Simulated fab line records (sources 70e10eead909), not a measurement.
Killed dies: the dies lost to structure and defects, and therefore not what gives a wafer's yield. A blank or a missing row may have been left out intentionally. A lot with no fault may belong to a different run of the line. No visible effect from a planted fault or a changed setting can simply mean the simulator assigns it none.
fab line records	flow nand-harc
record lots=24	wafers=72	last-day=25
route steps=1159 shown P_STI@85 P_M1@298 P_M2@341 P_BONDPAD@364
lots untouched by any fault: they come from a run of this same line in which no faults occurred
start-h: hours from the record's opening day to when the first of the lot's shown wafers began	wait-h: time in hours since the lot's previous step	" unchanged from the row above	L1.1+2: a row that stands for several wafers	- no value present, or no start provided	* or withheld: withheld	< > ~ a bound
route shown NAME@n: NAME is a module with steps in the file, n the number in the route of the first one	usual: mean/standard deviation of fault-free wafers	same: alike in all rows	chamber/n: place in a boat	sites: each site's reading	_std_site: the values' standard deviation	_edge_site: inner sites' mean taken away from outer sites' mean	radius-mm: for every site, how far away it sits from the centre of the wafer	mask NAME#n: copy n	behind: tool/chamber where the wafer was last shaped	hold: why the lot was held/for how many hours/how that ended	device: the n, p or np transistor that did not switch	end of line: at the end of the route, the tests of the same wafers	for a step that has no rows: nothing shown but its recipe	killed: dies lost to structure and defects at the first sort, not the wafer's yield	map: shows each die of a wafer: x if killed, . if not, _ if none is there
set.NAME: setting as actually run; set.NAME@STEP: the setting as run at that earlier step	model.NAME: the simulator's own value behind a step, which no gauge read
a sample of lots followed through the steps of the route, with each step as a table and each wafer as a row
services: a tool's chamber out of use, with start hour (start-h, from the record's first day; less than 0 if before it), hours out, and reason
## steps
# step NHARC_P_STI_INSPECT_11
# usual raw-defect-count=5.4/2.7
lot.wafer	tool	chamber	start-h	wait-h	raw-defect-count
L074.2	defect-inspect-01	-	31.92	0.0	5
L074.4	"	-	"	"	8
L074.6	"	-	"	"	2
L075.4	defect-inspect-01	-	42.19	0.0	3
L075.5	"	-	"	"	3
L075.6	"	-	"	"	3
L076.1	defect-inspect-01	-	47.72	0.0	7
L076.4	"	-	"	"	3
L076.6	"	-	"	"	6
L077.3	defect-inspect-02	-	53.51	0.0	7
L077.5	"	-	"	"	6
L077.6	"	-	"	"	5
L078.3	defect-inspect-02	-	59.66	0.0	13
L078.5	"	-	"	"	6
L078.6	"	-	"	"	12
L079.1	defect-inspect-02	-	66.97	0.0	3
L079.2	"	-	"	"	7
L079.5	"	-	"	"	5
L080.1	defect-inspect-01	-	73.08	0.0	5
L080.2	"	-	"	"	3
L080.3	"	-	"	"	2
L081.1	defect-inspect-02	-	81.49	0.0	9
L081.4	"	-	"	"	6
L081.5	"	-	"	"	12
L082.3	defect-inspect-02	-	81.65	0.0	8
L082.4	"	-	"	"	10
L082.5	"	-	"	"	6
L083.2	defect-inspect-02	-	89.27	0.0	4
L083.3	"	-	"	"	6
L083.5	"	-	"	"	6
L084.1	defect-inspect-02	-	97.41	0.0	5
L084.2	"	-	"	"	6
L084.6	"	-	"	"	8
L085.1	defect-inspect-01	-	97.45	0.0	7
L085.2	"	-	"	"	5
L085.3	"	-	"	"	4
L086.1	defect-inspect-01	-	107.05	0.0	5
L086.2	"	-	"	"	4
L086.6	"	-	"	"	1
L087.1	defect-inspect-01	-	113.03	0.0	3
L087.4	"	-	"	"	3
L087.6	"	-	"	"	5
L088.1	defect-inspect-02	-	119.28	0.0	4
L088.3	"	-	"	"	2
L088.5	"	-	"	"	3
L090.2	defect-inspect-02	-	129.35	0.0	3
L090.3	"	-	"	"	5
L090.6	"	-	"	"	7
L089.1	defect-inspect-01	-	129.38	0.0	6
L089.4	"	-	"	"	3
L089.5	"	-	"	"	2
L092.3	defect-inspect-02	-	140.54	0.0	5
L092.5	"	-	"	"	9
L092.6	"	-	"	"	2
L091.2	defect-inspect-02	-	140.70	0.0	8
L091.3	"	-	"	"	4
L091.5	"	-	"	"	4
L093.2	defect-inspect-02	-	149.08	0.0	6
L093.4	"	-	"	"	7
L093.5	"	-	"	"	4
L094.2	defect-inspect-01	-	154.96	0.0	8
L094.3	"	-	"	"	7
L094.5	"	-	"	"	11
L095.1	defect-inspect-01	-	162.31	0.0	3
L095.3	"	-	"	"	2
L095.5	"	-	"	"	1
L096.3	defect-inspect-01	-	170.41	0.0	6
L096.5	"	-	"	"	8
L096.6	"	-	"	"	5
L097.1	defect-inspect-01	-	170.57	0.0	1
L097.5	"	-	"	"	2
L097.6	"	-	"	"	5
# step NHARC_P_M1_DESCUM_14
# recipe time-s=3	o2-flow-sccm=200	ar-flow-sccm=0	bias-power-w=0	chemistry=O2
# usual drypump-motor-current-A=5.7/0.5	oes-product-au=1.001/0.013	rf-vpp-V=58.0/0.93	showerhead-plenum-p-Torr=1.92/0.08	throttle-valve-pct=11.310/0.009
lot.wafer	tool	chamber	start-h	wait-h	drypump-motor-current-A	oes-product-au	rf-hours-counter-h	rf-vpp-V	showerhead-plenum-p-Torr	throttle-valve-pct
L074.2	rie-diel-12	0	115.89	0.1	6.0	0.999	5.9	57.6	1.97	11.313
L074.4	"	1	"	"	6.5	1.008	6.2	57.2	1.99	11.296
L074.6	"	3	"	"	6.2	0.967	-	57.4	1.90	11.311
L075.4	rie-diel-09	1	128.46	0.1	5.8	0.997	1.4	58.3	1.93	11.299
L075.5	"	1	"	"	5.7	1.001	-	57.9	1.93	11.313
L075.6	"	2	"	"	6.4	0.986	-	57.0	1.89	11.313
L076.4	rie-diel-09	1	134.67	0.1	5.8	1.005	1.5	58.0	1.93	11.320
L076.1	"	3	"	"	5.7	0.987	1.8	58.1	2.02	11.304
L076.6	"	1	"	"	5.8	1.005	-	57.7	1.93	11.313
L077.3	rie-diel-12	0	140.43	0.1	6.0	0.983	6.4	58.1	1.97	11.307
L077.6	"	1	"	"	6.5	0.994	-	57.6	1.99	11.301
L077.5	"	2	"	"	5.0	1.012	-	56.0	1.88	11.316
L078.3	rie-diel-10	1	144.27	0.1	5.8	1.003	3.5	57.5	1.96	11.318
L078.6	"	3	"	"	5.4	1.004	-	58.1	2.06	11.316
L078.5	"	0	"	"	5.1	0.994	-	57.6	1.82	11.312
L079.2	rie-diel-12	1	148.74	0.1	6.5	0.997	8.3	58.6	1.99	11.326
L079.1	"	2	"	"	4.9	1.012	9.3	57.0	1.88	11.295
L079.5	"	1	"	"	6.5	1.002	-	57.5	1.99	11.312
L080.2	rie-diel-09	2	160.00	0.1	6.5	0.989	3.6	57.3	1.89	11.313
L080.1	"	0	"	"	5.6	1.021	3.4	58.5	1.80	11.307
L080.3	"	1	"	"	5.7	1.003	3.4	57.5	1.93	11.318
L082.3	rie-diel-10	2	168.02	0.1	5.0	1.033	4.1	57.3	1.84	11.310
L082.4	"	3	"	"	5.4	1.003	3.8	58.1	2.06	11.304
L082.5	"	2	"	"	5.0	1.024	-	58.0	1.84	11.323
L081.1	rie-diel-10	3	168.60	0.1	5.4	1.001	3.8	58.6	2.06	11.306
L081.4	"	1	"	"	5.8	1.007	3.9	59.8	1.96	11.309
L081.5	"	3	"	"	5.4	1.007	-	59.9	2.06	11.299
L083.2	rie-diel-09	1	169.31	0.1	5.7	1.008	3.7	58.1	1.93	11.320
L083.3	"	0	"	"	5.5	1.007	3.7	56.3	1.80	11.300
L083.5	"	2	"	"	6.4	0.990	-	58.2	1.89	11.314
L085.3	rie-diel-09	1	179.92	0.1	5.7	1.003	3.9	58.3	1.93	11.303
L085.1	"	3	"	"	5.7	0.997	4.2	59.4	2.02	11.302
L085.2	"	0	"	"	5.5	0.994	4.0	57.2	1.80	11.317
L084.1	rie-diel-09	1	180.68	0.1	5.8	1.005	3.9	58.0	1.93	11.311
L084.2	"	2	"	"	6.5	0.995	4.2	58.5	1.89	11.304
L084.6	"	0	"	"	5.6	1.011	-	57.0	1.80	11.310
L087.1	rie-diel-09	0	194.26	0.1	5.5	1.007	4.4	58.0	1.80	11.296
L087.4	"	3	"	"	5.8	1.009	4.6	59.5	2.02	11.297
L087.6	"	1	"	"	5.8	0.998	-	58.1	1.93	11.304
L086.2	rie-diel-10	3	194.59	0.1	5.4	0.991	0.1	58.8	2.07	11.306
L086.1	"	0	"	"	5.2	1.001	0.1	59.3	1.82	11.309
L086.6	"	3	"	"	5.4	1.003	-	59.4	2.06	11.309
L088.3	rie-diel-10	1	201.19	0.1	5.8	0.977	0.2	58.3	1.96	11.319
L088.1	"	3	"	"	5.4	0.987	0.2	58.6	2.06	11.304
L088.5	"	2	"	"	5.0	1.002	-	57.9	1.84	11.304
L090.2	rie-diel-09	0	207.75	0.1	5.5	1.011	6.1	58.8	1.80	11.311
L090.3	"	1	"	"	5.8	0.996	6.0	58.4	1.93	11.311
L090.6	"	2	"	"	6.5	0.996	-	56.8	1.89	11.301
L089.4	rie-diel-10	3	221.40	0.1	5.4	0.988	0.6	58.1	2.06	11.311
L089.1	"	0	"	"	5.1	0.974	0.5	56.8	1.82	11.305
L089.5	"	2	"	"	5.0	1.014	-	58.3	1.84	11.311
L092.3	rie-diel-09	1	222.79	0.1	5.7	1.005	6.7	58.0	1.93	11.302
L092.5	"	0	"	"	5.6	1.023	-	56.8	1.80	11.316
L092.6	"	1	"	"	5.7	0.998	-	58.4	1.93	11.308
L091.2	rie-diel-10	2	224.82	0.1	5.0	1.013	0.7	57.5	1.84	11.312
L091.3	"	3	"	"	5.5	0.992	0.7	58.0	2.06	11.312
L091.5	"	3	"	"	5.4	0.996	-	58.5	2.06	11.306
L093.4	rie-diel-12	3	233.89	0.1	6.2	1.002	1.9	56.9	1.89	11.323
L093.2	"	0	"	"	6.0	1.008	2.0	58.0	1.97	11.309
L093.5	"	1	"	"	6.5	1.004	-	57.5	1.99	11.324
L094.3	rie-diel-09	3	237.06	0.1	5.7	0.991	7.7	60.1	2.02	11.308
L094.2	"	0	"	"	5.6	1.023	7.6	57.6	1.80	11.312
L094.5	"	2	"	"	6.4	0.993	-	59.1	1.89	11.314
L095.1	rie-diel-09	3	246.43	0.1	5.7	0.991	7.9	58.1	2.02	11.310
L095.3	"	1	"	"	5.8	0.992	7.3	57.1	1.93	11.323
L095.5	"	3	"	"	5.7	0.995	-	59.3	2.02	11.304
L096.3	rie-diel-12	2	251.79	0.1	5.0	0.996	3.3	57.2	1.88	11.307
L096.5	"	2	"	"	5.0	1.005	-	57.1	1.88	11.304
L096.6	"	3	"	"	6.2	1.009	-	57.6	1.89	11.321
L097.1	rie-diel-12	1	252.72	0.1	6.5	1.015	3.2	59.0	1.99	11.296
L097.6	"	1	"	"	6.5	1.014	-	58.0	1.99	11.325
L097.5	"	2	"	"	5.0	1.015	-	58.4	1.88	11.307
# step NHARC_P_M2_PVD_21
# recipe target-thk-a=300	chamber-pressure-pa=5	power-w=5000	substrate-temp-c=30	time-s=20.49	material=Cu
# usual throttle-valve-pct=30.0/0.79
lot.wafer	tool	chamber	start-h	wait-h	throttle-valve-pct
L074.4	pvd-sputter-03	-	-	-	29.5
L074.2	"	-	"	"	30.7
L074.6	"	-	"	"	29.6
L075.4	pvd-sputter-03	-	-	-	28.8
L075.5	"	-	"	"	30.5
L075.6	"	-	"	"	30.9
L076.1	pvd-sputter-02	-	-	-	30.6
L076.4	"	-	"	"	29.5
L076.6	"	-	"	"	30.5
L077.3	pvd-sputter-01	-	-	-	29.7
L077.5	"	-	"	"	30.6
L077.6	"	-	"	"	29.9
L078.3	pvd-sputter-01	-	-	-	30.0
L078.5	"	-	"	"	29.8
L078.6	"	-	"	"	30.5
L079.2	pvd-sputter-03	-	-	-	31.0
L079.1	"	-	"	"	30.6
L079.5	"	-	"	"	30.6
L080.1	pvd-sputter-03	-	-	-	30.5
L080.3	"	-	"	"	29.6
L080.2	"	-	"	"	28.8
L082.4	pvd-sputter-03	-	-	-	30.8
L082.3	"	-	"	"	31.1
L082.5	"	-	"	"	28.6
L081.4	pvd-sputter-03	-	-	-	30.5
L081.1	"	-	"	"	31.0
L081.5	"	-	"	"	28.5
L083.2	pvd-sputter-03	-	-	-	29.3
L083.3	"	-	"	"	30.3
L083.5	"	-	"	"	28.8
L085.3	pvd-sputter-03	-	-	-	29.4
L085.1	"	-	"	"	28.7
L085.2	"	-	"	"	30.6
L084.2	pvd-sputter-01	-	-	-	30.8
L084.1	"	-	"	"	30.0
L084.6	"	-	"	"	30.5
L087.4	pvd-sputter-03	-	-	-	28.7
L087.1	"	-	"	"	31.1
L087.6	"	-	"	"	29.5
L086.1	pvd-sputter-02	-	-	-	29.8
L086.2	"	-	"	"	30.2
L086.6	"	-	"	"	29.7
L088.3	pvd-sputter-02	-	-	-	30.5
L088.1	"	-	"	"	30.8
L088.5	"	-	"	"	30.4
L090.2	pvd-sputter-03	-	-	-	30.4
L090.3	"	-	"	"	30.9
L090.6	"	-	"	"	30.4
L089.1	pvd-sputter-03	-	-	-	28.8
L089.4	"	-	"	"	30.3
L089.5	"	-	"	"	28.7
L092.3	pvd-sputter-02	-	-	-	29.9
L092.6	"	-	"	"	31.8
L092.5	"	-	"	"	30.4
L091.2	pvd-sputter-01	-	-	-	29.5
L091.3	"	-	"	"	30.3
L091.5	"	-	"	"	31.0
L093.4	pvd-sputter-02	-	-	-	29.7
L093.2	"	-	"	"	31.7
L093.5	"	-	"	"	29.1
L094.2	pvd-sputter-03	-	-	-	29.6
L094.3	"	-	"	"	30.7
L094.5	"	-	"	"	29.5
L095.3	pvd-sputter-01	-	-	-	30.1
L095.1	"	-	"	"	31.0
L095.5	"	-	"	"	30.3
L096.3	pvd-sputter-02	-	-	-	31.5
L096.5	"	-	"	"	31.9
L096.6	"	-	"	"	30.0
L097.1	pvd-sputter-03	-	-	-	29.6
L097.6	"	-	"	"	28.5
L097.5	"	-	"	"	30.3
# step NHARC_P_M2_CMP_23
# recipe t-overpolish-s=20	target-thk-nm=144.3
# usual motor-current-A=12.2/1.2	time-to-endpoint-s=27/3.8
lot.wafer	tool	chamber	start-h	wait-h	motor-current-A	time-to-endpoint-s
L074.4	cmp-02	0	122.51	-	12.2	32
L074.2	"	2	"	"	12.3	32
L074.6	"	0	"	"	12.4	31
L075.4	cmp-03	2	134.76	-	11.1	27
L075.5	"	3	"	"	9.9	23
L075.6	"	0	"	"	12.5	27
L076.4	cmp-01	3	141.03	-	14.4	31
L076.1	"	0	"	"	12.8	26
L076.6	"	0	"	"	11.9	26
L077.3	cmp-02	2	147.13	-	13.2	31
L077.6	"	3	"	"	12.3	30
L077.5	"	0	"	"	13.4	30
L078.3	cmp-03	0	150.81	-	13.1	26
L078.5	"	1	"	"	14.0	20
L078.6	"	2	"	"	10.8	29
L079.2	cmp-03	0	155.70	-	13.5	28
L079.1	"	1	"	"	13.9	25
L079.5	"	3	"	"	10.7	25
L080.1	cmp-02	2	166.87	-	12.1	35
L080.3	"	3	"	"	12.9	33
L080.2	"	0	"	"	12.9	34
L082.4	cmp-01	0	174.34	-	12.6	28
L082.3	"	1	"	"	14.7	30
L082.5	"	3	"	"	13.3	34
L081.1	cmp-02	0	175.25	-	12.1	33
L081.4	"	2	"	"	12.8	32
L081.5	"	0	"	"	12.4	31
L083.3	cmp-02	1	175.76	-	12.4	26
L083.2	"	2	"	"	12.4	34
L083.5	"	1	"	"	12.7	26
L085.3	cmp-03	2	186.93	-	10.5	26
L085.2	"	3	"	"	10.5	20
L085.1	"	0	"	"	13.1	24
L084.2	cmp-02	1	187.29	-	12.7	29
L084.1	"	2	"	"	11.8	31
L084.6	"	3	"	"	12.9	30
L087.4	cmp-01	2	200.72	-	11.3	31
L087.1	"	0	"	"	12.6	25
L087.6	"	1	"	"	14.6	28
L086.1	cmp-03	0	200.88	-	13.0	28
L086.2	"	1	"	"	13.6	24
L086.6	"	3	"	"	10.0	25
L088.3	cmp-02	0	207.42	-	12.2	32
L088.1	"	2	"	"	13.0	31
L088.5	"	0	"	"	12.3	31
L090.3	cmp-03	2	213.94	-	10.9	27
L090.2	"	1	"	"	13.5	20
L090.6	"	2	"	"	10.8	26
L089.4	cmp-03	3	227.80	-	10.2	22
L089.1	"	0	"	"	13.9	26
L089.5	"	2	"	"	10.7	27
L092.3	cmp-03	0	229.16	-	13.4	28
L092.6	"	1	"	"	12.7	23
L092.5	"	2	"	"	10.6	29
L091.3	cmp-03	3	231.07	-	9.7	22
L091.2	"	0	"	"	12.5	27
L091.5	"	3	"	"	10.4	24
L093.4	cmp-02	0	240.34	-	11.8	25
L093.2	"	1	"	"	12.7	19
L093.5	"	3	"	"	13.1	25
L094.3	cmp-03	1	243.24	-	13.2	23
L094.2	"	2	"	"	10.4	31
L094.5	"	3	"	"	10.1	21
L095.1	cmp-02	0	252.73	-	12.6	27
L095.3	"	1	"	"	11.9	24
L095.5	"	3	"	"	12.3	27
L096.3	cmp-03	1	258.74	-	13.0	25
L096.6	"	2	"	"	10.8	32
L096.5	"	3	"	"	9.8	26
L097.1	cmp-01	2	259.01	-	11.7	31
L097.5	"	1	"	"	14.1	26
L097.6	"	2	"	"	12.1	28
# step NHARC_P_BONDPAD_CD_MEAS_09
# recipe target-cd-nm=500	landing-energy-ev=500
# usual cd-nm=498.9/2.1
lot.wafer	tool	chamber	start-h	wait-h	cd-nm
L074.2	cd-sem-03	0	124.72	-	493.7
L074.4	"	0	"	"	496.6
L074.6	"	0	"	"	499.4
L075.4	cd-sem-01	0	136.95	-	497.8
L075.5	"	0	"	"	498.7
L075.6	"	0	"	"	498.7
L076.1	cd-sem-02	0	143.69	-	499.0
L076.4	"	0	"	"	496.8
L076.6	"	0	"	"	496.3
L077.3	cd-sem-03	0	149.34	-	498.9
L077.5	"	0	"	"	497.4
L077.6	"	0	"	"	494.5
L078.3	cd-sem-03	0	153.13	-	498.4
L078.5	"	0	"	"	498.5
L078.6	"	0	"	"	498.2
L079.1	cd-sem-01	0	159.08	-	499.7
L079.2	"	0	"	"	496.4
L079.5	"	0	"	"	500.7
L080.1	cd-sem-03	0	169.11	-	498.2
L080.2	"	0	"	"	500.7
L080.3	"	0	"	"	499.3
L082.3	cd-sem-02	0	176.57	-	499.3
L082.4	"	0	"	"	496.7
L082.5	"	0	"	"	502.6
L081.1	cd-sem-03	0	177.36	-	499.0
L081.4	"	0	"	"	499.6
L081.5	"	0	"	"	499.2
L083.2	cd-sem-02	0	178.13	-	499.2
L083.3	"	0	"	"	501.4
L083.5	"	0	"	"	498.2
L085.1	cd-sem-02	0	189.20	-	501.8
L085.2	"	0	"	"	501.5
L085.3	"	0	"	"	500.8
L084.1	cd-sem-03	0	189.49	-	497.6
L084.2	"	0	"	"	495.2
L084.6	"	0	"	"	493.2
L087.1	cd-sem-03	0	202.95	-	500.1
L087.4	"	0	"	"	501.0
L087.6	"	0	"	"	497.8
L086.1	cd-sem-02	0	203.15	-	497.0
L086.2	"	0	"	"	498.0
L086.6	"	0	"	"	498.7
L088.1	cd-sem-02	0	209.68	-	500.7
L088.3	"	0	"	"	499.8
L088.5	"	0	"	"	498.0
L090.2	cd-sem-03	0	216.09	-	499.8
L090.3	"	0	"	"	498.5
L090.6	"	0	"	"	496.6
L089.1	cd-sem-03	0	230.01	-	498.1
L089.4	"	0	"	"	500.4
L089.5	"	0	"	"	500.1
L092.3	cd-sem-03	0	231.32	-	499.4
L092.5	"	0	"	"	500.1
L092.6	"	0	"	"	497.3
L091.2	cd-sem-01	0	233.53	-	501.0
L091.3	"	0	"	"	500.7
L091.5	"	0	"	"	497.1
L093.2	cd-sem-03	0	242.53	-	501.1
L093.4	"	0	"	"	495.0
L093.5	"	0	"	"	501.9
L094.2	cd-sem-01	0	245.56	-	499.2
L094.3	"	0	"	"	501.1
L094.5	"	0	"	"	498.0
L095.1	cd-sem-03	0	254.94	-	495.0
L095.3	"	0	"	"	497.0
L095.5	"	0	"	"	500.8
L096.3	cd-sem-02	0	260.92	-	499.5
L096.5	"	0	"	"	499.2
L096.6	"	0	"	"	499.3
L097.1	cd-sem-01	0	261.10	-	498.2
L097.5	"	0	"	"	495.8
L097.6	"	0	"	"	497.3
# step NHARC_P_BONDPAD_OVL_MEAS_38
# usual overlay-x-nm=-1/7	overlay-y-nm=0/5.2
lot.wafer	tool	chamber	start-h	wait-h	overlay-x-nm	overlay-y-nm
L074.2	overlay-02	-	124.80	-	1	6
L074.4	"	-	"	"	0	5
L074.6	"	-	"	"	0	6
L075.4	overlay-02	-	137.03	-	-1	1
L075.5	"	-	"	"	-1	1
L075.6	"	-	"	"	-1	1
L076.1	overlay-02	-	143.78	-	7	3
L076.4	"	-	"	"	6	3
L076.6	"	-	"	"	6	2
L077.3	overlay-01	-	149.43	-	0	-4
L077.5	"	-	"	"	0	-4
L077.6	"	-	"	"	0	-4
L078.3	overlay-01	-	153.22	-	-2	-1
L078.5	"	-	"	"	-2	-1
L078.6	"	-	"	"	-2	-1
L079.1	overlay-02	-	159.17	-	-10	-5
L079.2	"	-	"	"	-10	-5
L079.5	"	-	"	"	-10	-5
L080.1	overlay-01	-	169.19	-	3	-1
L080.2	"	-	"	"	3	-1
L080.3	"	-	"	"	3	-1
L082.3	overlay-02	-	176.66	-	-2	-12
L082.4	"	-	"	"	-2	-12
L082.5	"	-	"	"	-3	-12
L081.1	overlay-02	-	177.44	-	11	-3
L081.4	"	-	"	"	12	-3
L081.5	"	-	"	"	12	-4
L083.2	overlay-02	-	178.21	-	-7	6
L083.3	"	-	"	"	-7	7
L083.5	"	-	"	"	-7	6
L085.1	overlay-01	-	189.28	-	-6	-3
L085.2	"	-	"	"	-7	-2
L085.3	"	-	"	"	-7	-3
L084.1	overlay-02	-	189.58	-	-12	2
L084.2	"	-	"	"	-12	1
L084.6	"	-	"	"	-11	1
L087.1	overlay-02	-	203.04	-	-13	7
L087.4	"	-	"	"	-13	7
L087.6	"	-	"	"	-13	6
L086.1	overlay-01	-	203.24	-	7	-4
L086.2	"	-	"	"	8	-3
L086.6	"	-	"	"	8	-4
L088.1	overlay-01	-	209.77	-	0	-1
L088.3	"	-	"	"	0	-1
L088.5	"	-	"	"	0	-1
L090.2	overlay-02	-	216.17	-	-1	1
L090.3	"	-	"	"	0	0
L090.6	"	-	"	"	-1	1
L089.1	overlay-01	-	230.10	-	2	-3
L089.4	"	-	"	"	1	-4
L089.5	"	-	"	"	1	-3
L092.3	overlay-01	-	231.41	-	2	4
L092.5	"	-	"	"	2	4
L092.6	"	-	"	"	2	4
L091.2	overlay-01	-	233.62	-	16	-7
L091.3	"	-	"	"	17	-8
L091.5	"	-	"	"	17	-8
L093.2	overlay-01	-	242.62	-	3	-10
L093.4	"	-	"	"	2	-11
L093.5	"	-	"	"	2	-10
L094.2	overlay-02	-	245.65	-	-6	2
L094.3	"	-	"	"	-6	2
L094.5	"	-	"	"	-5	2
L095.1	overlay-01	-	255.03	-	-11	1
L095.3	"	-	"	"	-10	1
L095.5	"	-	"	"	-10	1
L096.3	overlay-01	-	261.01	-	-6	2
L096.5	"	-	"	"	-6	2
L096.6	"	-	"	"	-6	3
L097.1	overlay-01	-	261.19	-	-1	10
L097.5	"	-	"	"	-1	11
L097.6	"	-	"	"	-1	11
## services
tool	chamber	start-h	hours	kind
pvd-sputter-03	-	102.00	10.0	pm
rie-diel-09	0	116.80	2.5	repair
rie-diel-10	0	117.98	4.1	repair
pvd-sputter-02	-	118.04	4.2	repair
rie-diel-10	3	123.77	14.3	repair
cmp-02	-	128.50	4.0	pm
rie-diel-12	2	134.19	1.3	repair
cmp-02	-	135.54	1.9	repair
cmp-02	-	140.17	2.2	repair
pvd-sputter-02	-	152.93	3.7	repair
cmp-02	-	153.92	2.3	repair
cmp-03	-	156.00	4.0	pm
rie-diel-10	1	156.65	7.9	repair
pvd-sputter-02	-	162.59	11.5	repair
rie-diel-10	-	176.50	9.0	pm
rie-diel-09	2	184.47	6.7	repair
pvd-sputter-02	-	190.13	2.5	repair
rie-diel-12	-	202.43	9.0	pm
cmp-02	-	226.50	4.0	pm
rie-diel-12	3	226.89	6.1	repair
rie-diel-09	3	250.30	11.4	repair
rie-diel-09	2	252.14	2.4	repair
cmp-03	-	254.00	4.0	pm
rie-diel-09	-	254.41	9.0	pm
## key
fault none
